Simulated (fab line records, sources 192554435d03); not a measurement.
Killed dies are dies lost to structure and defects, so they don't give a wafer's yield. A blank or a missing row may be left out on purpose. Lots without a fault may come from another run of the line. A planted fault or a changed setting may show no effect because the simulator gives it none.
Which tool did it? | flow n5_finfet | 11 lots, 32 wafers sampled, at 5 steps of a route of 1938

WHAT THE GAUGES READ, wafer by wafer
N5_BEOL_M7_OCD_MEAS_38. Usual: trench_depth_nm 93.0 nm, standard deviation 2.1.
lot  | measured     | on     | trench_depth_nm (nm) | flag
L313 | day 8 18:14  | ocd-02 | 91.4 93.2 92.8       |
L315 | day 9 13:46  | ocd-02 | 95.3 96.1 95.5       |
L316 | day 9 14:28  | ocd-02 | 92.3 93.9 92.1       |
L321 | day 11 05:22 | ocd-01 | 94.3 95.3 93.7       |
L323 | day 11 10:32 | ocd-02 | 93.4 94.7            |
L324 | day 11 11:37 | ocd-01 | 94.8 93.3 93.6       |
L322 | day 11 17:25 | ocd-01 | 94.4 91.1 91.1       |
L329 | day 13 04:12 | ocd-02 | 91.4 95.6 96.8       |
L332 | day 14 00:01 | ocd-01 | 88.7 87.8 92.1       |
L334 | day 14 05:52 | ocd-01 | 94.7 95.0 92.2       |
L336 | day 14 14:18 | ocd-01 | 95.9 92.6 95.3       |

N5_BEOL_M7_CD_MEAS_35: target cd 40 nm. Usual: cd_nm 40.1 nm, standard deviation 0.86.
lot  | measured     | on        | cd_nm (nm)     | flag
L313 | day 8 18:23  | cd_sem-03 | 39.1 38.3 39.9 |
L315 | day 9 13:55  | cd_sem-02 | 38.4 39.9 39.1 |
L316 | day 9 14:37  | cd_sem-01 | 40.7 41.3 41.5 |
L321 | day 11 05:31 | cd_sem-03 | 41.2 40.5 40.9 |
L323 | day 11 10:41 | cd_sem-01 | 39.7 40.1      |
L324 | day 11 11:46 | cd_sem-02 | 40.3 38.8 39.2 |
L322 | day 11 17:34 | cd_sem-02 | 39.6 39.4 40.2 |
L329 | day 13 04:21 | cd_sem-03 | 41.1 40.4 40.3 |
L332 | day 14 00:10 | cd_sem-02 | 41.4 40.5 40.0 |
L334 | day 14 06:02 | cd_sem-03 | 40.6 40.9 40.7 |
L336 | day 14 14:28 | cd_sem-01 | 41.1 41.6 40.6 |

N5_BEOL_M8_THK_MEAS_01. Usual: M8_ILD_THK 154.6 nm, standard deviation 2.2.
lot  | measured     | on            | M8_ILD_THK (nm)   | flag
L313 | day 8 21:16  | film_metro-02 | 157.2 158.0 160.2 |
L315 | day 9 16:50  | film_metro-02 | 154.2 155.7 158.0 |
L316 | day 9 18:29  | film_metro-01 | 151.8 155.8 154.2 |
L321 | day 11 09:56 | film_metro-01 | 156.4 153.0 156.4 |
L323 | day 11 15:40 | film_metro-02 | 151.0 154.0       |
L324 | day 11 16:23 | film_metro-01 | 156.0 153.9 152.8 |
L322 | day 11 20:32 | film_metro-01 | 156.0 159.2 156.0 |
L329 | day 13 07:52 | film_metro-01 | 155.8 172.3 175.5 | OFF
L332 | day 14 04:11 | film_metro-01 | 151.7 153.5 155.3 |
L334 | day 14 09:24 | film_metro-02 | 151.8 153.4 151.9 |
L336 | day 14 17:11 | film_metro-02 | 151.8 154.5 155.6 |

WHICH TOOL RAN EACH LOT (tool, then ch and the chambers of the sampled wafers, then the start)
lot  | N5_BEOL_M7_CMP_52             | N5_BEOL_M8_ILD_DEP_00
L313 | cmp-03 ch 1,3, day 8 20:14    | pecvd-02 ch 0,1, day 8 20:41
L315 | cmp-03 ch 0,2, day 9 15:44    | pecvd-04 ch 0,1,2, day 9 16:12
L316 | cmp-03 ch 0,1,2, day 9 16:56  | pecvd-02 ch 0,2, day 9 17:26
L321 | cmp-02 ch 1,3, day 11 08:52   | pecvd-02 ch 0,1,2, day 11 09:21
L323 | cmp-04 ch 2,3, day 11 14:43   | pecvd-03 ch 0, day 11 15:05
L324 | cmp-03 ch 1,2, day 11 15:22   | pecvd-04 ch 0,1,2, day 11 15:49
L322 | cmp-03 ch 1,2,3, day 11 19:33 | pecvd-02 ch 0,1,2, day 11 19:58
L329 | cmp-02 ch 0,2,3, day 13 06:47 | pecvd-04 ch 0,2, day 13 07:17
L332 | cmp-02 ch 2,3, day 14 02:39   | pecvd-02 ch 1,2, day 14 03:08
L334 | cmp-04 ch 0,2,3, day 14 08:20 | pecvd-02 ch 0,2, day 14 08:49
L336 | cmp-02 ch 1,2, day 14 16:10   | pecvd-02 ch 1,2, day 14 16:37
- N5_BEOL_M7_CMP_52: polishes, stops on SiCOH lowk, t overpolish 6.9 s, target thk 80 nm.
- N5_BEOL_M8_ILD_DEP_00: deposits SiCOH lowk from DEMS/porogen, target thk 179.75 nm, time 33.4 s.

WHAT THE TOOLS THEMSELVES READ (means of the sampled wafers that have a number; where no wafer has one, the mark that the record gives instead)
N5_BEOL_M7_CMP_52. Usual: barrier_field_endpoint_s 28.6 s, standard deviation 0.98; motor_current_A 6.0 A, standard deviation 0.59; overpolish_run_s 6.899 s, standard deviation 0.0094; slurry_filter_dp_kPa 13.50 kPa, standard deviation 0.13; time_to_endpoint_s 61 s, standard deviation 4.6.
lot  | tool   | barrier_field_endpoint_s (s) | motor_current_A (A) | overpolish_run_s (s) | slurry_filter_dp_kPa (kPa) | time_to_endpoint_s (s) | flag
L313 | cmp-03 | 29.5                         | 6.5                 | 6.908                | 13.51                      | 61                     |
L315 | cmp-03 | 27.7                         | 5.9                 | 6.911                | 13.54                      | 56                     |
L316 | cmp-03 | 27.3                         | 5.7                 | 6.898                | 13.46                      | 56                     |
L321 | cmp-02 | 28.7                         | 6.1                 | 6.898                | 13.66                      | 64                     |
L323 | cmp-04 | 28.8                         | 6.0                 | 6.893                | 13.43                      | 63                     |
L324 | cmp-03 | 27.7                         | 5.6                 | 6.904                | 13.46                      | 57                     |
L322 | cmp-03 | 27.9                         | 6.2                 | 6.895                | 13.64                      | 57                     |
L329 | cmp-02 | 29.6                         | 5.6                 | 6.907                | 13.54                      | 66                     |
L332 | cmp-02 | 28.6                         | 5.6                 | 6.897                | 13.52                      | 63                     |
L334 | cmp-04 | 29.8                         | 6.4                 | 6.896                | 13.54                      | 65                     |
L336 | cmp-02 | 28.6                         | 6.0                 | 6.902                | 13.58                      | 60                     |

N5_BEOL_M8_ILD_DEP_00. Usual: heater_power_w 309 W, standard deviation 53; showerhead_plenum_p_Torr 5.735 Torr, standard deviation 0.016; throttle_valve_pct 13.9 %, standard deviation 0.71.
lot  | tool     | heater_power_w (W) | showerhead_plenum_p_Torr (Torr) | throttle_valve_pct (%) | flag
L313 | pecvd-02 | 353                | 5.730                           | 14.5                   |
L315 | pecvd-04 | 333                | 5.753                           | 13.7                   |
L316 | pecvd-02 | 272                | 5.720                           | 13.5                   |
L321 | pecvd-02 | 319                | 5.716                           | 14.0                   |
L323 | pecvd-03 | 328                | 5.740                           | 13.8                   |
L324 | pecvd-04 | 289                | 5.750                           | 13.9                   |
L322 | pecvd-02 | 333                | 5.727                           | 14.1                   |
L329 | pecvd-04 | 347                | 5.749                           | 13.6                   |
L332 | pecvd-02 | 317                | 5.723                           | 14.1                   |
L334 | pecvd-02 | 253                | 5.723                           | 13.5                   |
L336 | pecvd-02 | 276                | 5.739                           | 13.6                   |

THE ANSWER, worked out from the rows above alone
Rule: a lot is off if the mean of its wafers that have a number lies more than 3 standard deviations from the usual mean. A lot without any number at a reading at which 4 lots or more have one is off too. The other lots that the step has rows for count as sound. The gauges are gone through in route order, then the tools' own readings, and for those a lot's mean is taken as printed above. The first step at which some lot is off is used, and at that step the reading that is off furthest; a lot without a number counts as furthest.
Off: L329, at N5_BEOL_M8_THK_MEAS_01 (M8_ILD_THK).
A tool fits if, at a process step before that reading, it ran every lot that is off, and no sound lot after the first of them. The gauges at N5_BEOL_M8_THK_MEAS_01 are tried like those tools. One fits: pecvd-04 at N5_BEOL_M8_ILD_DEP_00. Its last sound lot is L324 (day 11 15:49), its first lot that is off L329 (day 13 07:17): a fault that began between those two fits.

WHAT THE SIMULATOR HAD PUT IN
Process parameter drift: pecvd-04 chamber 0, from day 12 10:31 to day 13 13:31, at N5_BEOL_M8_ILD_DEP_00. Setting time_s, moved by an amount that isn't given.
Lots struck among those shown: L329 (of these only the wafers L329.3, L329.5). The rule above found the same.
